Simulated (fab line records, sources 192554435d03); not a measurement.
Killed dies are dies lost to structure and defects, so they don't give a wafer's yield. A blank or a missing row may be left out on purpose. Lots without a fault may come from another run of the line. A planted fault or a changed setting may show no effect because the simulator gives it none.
Chamber matching | flow n5_finfet | N5_BEOL_M4_CO_CAP_55 on cvd_co-02: 3 sister chambers
The step material Co, precursor CCTBA/H2, target thk 2 nm, time 102.1 s. 3 wafers are shown with their chamber, then 10 later ones without.

WAFERS WITH THEIR CHAMBER
wafer  | chamber | heater_power_w (W)
L082.5 | 0       | 253
L085.3 | 1       | 241
L085.4 | 2       | 279

WAFERS WITHOUT THEIR CHAMBER
wafer  | heater_power_w (W)
L085.5 | 255
L086.3 | 254
L086.5 | 254
L086.6 | 241
L087.2 | 235
L087.3 | 249
L087.5 | 284
L091.1 | 255
L091.2 | 243
L091.4 | 236

WHICH CHAMBER EACH WENT THROUGH
wafer  | from the rows above     | in truth
L085.5 | 0                       | 0
L086.3 | 0                       | 0
L086.5 | 0                       | 0
L086.6 | 1                       | 1
L087.2 | 1                       | 1
L087.3 | can't be placed: 0 or 1 | 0
L087.5 | 2                       | 2
L091.1 | 0                       | 0
L091.2 | 1                       | 1
L091.4 | 1                       | 1
Placed correctly: 9 of 10. Can't be placed from these rows: 1 (the true chamber is among the candidates in 1). Placed wrongly: 0.
How it was worked out, from the rows above alone: a wafer's distance from a chamber is the root of the sum, over the readings, of the square of ((its reading less the chamber's mean) divided by the reading's scatter). The wafer belongs to the nearest chamber; if the next one is less than 2 further off, it can't be placed. A chamber's mean is the mean of its shown wafers. The scatter: with one shown wafer a chamber, the root of the mean of the squares of how far each hidden wafer lies from its nearest shown one.
